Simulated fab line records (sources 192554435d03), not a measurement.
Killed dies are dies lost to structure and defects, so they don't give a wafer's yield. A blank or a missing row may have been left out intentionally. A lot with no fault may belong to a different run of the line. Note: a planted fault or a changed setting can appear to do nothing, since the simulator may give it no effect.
Struck lot and sound lot, side by side || flow n5-finfet || 14 out of 1938 route steps
Sound: wafers L615.1, L615.3, L615.5. Struck: wafer L633.3. (L633.4 of the same lot was not struck and is left out.) The cause comes at the end.
Order at every step that has rows: each side's tool, ch and its chambers, its first start. Under that, the readings that differ: sound wafers || struck wafers || difference of the means || sigmas: that difference in standard deviations of wafers without a fault.
alike: words and numbers the same on both sides, and readings whose means are apart by under 2 such deviations; not compared: readings that were withheld, readings missing a value for some wafer, numbers with overlapping values and no deviation given by the record, and bounds like >300 which may hide the same value.
Wherever a step has rows on one side only, a row that says differs or no value, or a row with sigmas, the two part there. Numbers that have no deviation but don't overlap get no sigmas and don't part them. A reading that every wafer of one side lacks parts them only if that side has two wafers or more.

first, 8 steps without rows for these wafers: N5_BEOL_M10_COAT_59 (time 60 s, resist thk 100 nm); N5_BEOL_M10_COAT_60 (time 60 s, resist thk 30 nm); N5_BEOL_M10_COAT_05 (resist thk 90 nm); N5_BEOL_M10_EBR_07; N5_BEOL_M10_SOFTBAKE_06 (time 60 s); N5_BEOL_M10_EXPOSE_08 (exposes mask M10); N5_BEOL_M10_PEB_09 (peb time 60 s); N5_BEOL_M10_DEVELOP_10 (develop time 30 s).
N5_BEOL_M10_CD_MEAS_11: target cd 64.1 nm.
  sound on cd-sem-03 ch 0, day 11 09:22; struck on cd-sem-02 ch 0, day 15 14:47
  alike: cd-nm
N5_BEOL_M10_OVL_MEAS_12:
  sound on overlay-02 ch 0, day 11 09:24; struck on overlay-02 ch 0, day 15 14:48
  alike: M10_OVL
N5_BEOL_M10_INSPECT_13: inspects for defects (brightfield).
  sound: defect-inspect-01 at day 11 09:25; struck: defect-inspect-02 at day 15 14:50
  alike: raw-defect-count
N5_BEOL_M10_DESCUM_16: chemistry O2, time 7.9 s.
  sound on rie-diel-04 ch 1,2,3, day 11 09:27; struck on rie-diel-01 ch 1, day 15 14:52
{"reading": "oes-product-au (a.u.)", "sound": "0.68 0.77 0.67", "struck": 0.97, "difference": "+0.26", "sigmas": "+3"}
  alike: chamber-pressure-mTorr, drypump-motor-current-A, o2-flow-sccm, rf-vpp-V, showerhead-plenum-p-Torr, throttle-valve-pct
  not compared: rf-hours-counter-h
N5_BEOL_M10_ETCH_61: etches SiARC in CF4, target depth 39 nm, time 65 s.
  sound on rie-diel-04 ch 1,2,3, day 11 09:29; struck on rie-diel-01 ch 1, day 15 14:54
{"reading": "etch-rf-on-time-s (s)", "sound": "61.8 65.4 68.1", "struck": 39.8, "difference": -25.3, "sigmas": -10}
{"reading": "oes-product-au (a.u.)", "sound": "0.61 0.66 0.57", "struck": 1.12, "difference": "+0.51", "sigmas": "+7"}
  alike: chamber-pressure-mTorr, drypump-motor-current-A, rf-vpp-V, showerhead-plenum-p-Torr, throttle-valve-pct
  not compared: rf-hours-counter-h
N5_BEOL_M10_ETCH_62: etches SOC in N2/H2, target depth 110 nm, overetch 22 nm, time 165 s.
  sound on rie-diel-04 ch 1,2,3, day 11 09:32; struck on rie-diel-01 ch 1, day 15 14:57
{"reading": "oes-product-au (a.u.)", "sound": "0.59 0.65 0.58", "struck": 0.82, "difference": "+0.21", "sigmas": "+3"}
  alike: chamber-pressure-mTorr, drypump-motor-current-A, n2-flow-sccm, rf-vpp-V, showerhead-plenum-p-Torr, throttle-valve-pct
  not compared: rf-hours-counter-h

## WHERE THEY PART
At N5_BEOL_M10_DESCUM_16 first; at N5_BEOL_M10_ETCH_62 last (within this record only).

WHY: what had been put in by the simulator
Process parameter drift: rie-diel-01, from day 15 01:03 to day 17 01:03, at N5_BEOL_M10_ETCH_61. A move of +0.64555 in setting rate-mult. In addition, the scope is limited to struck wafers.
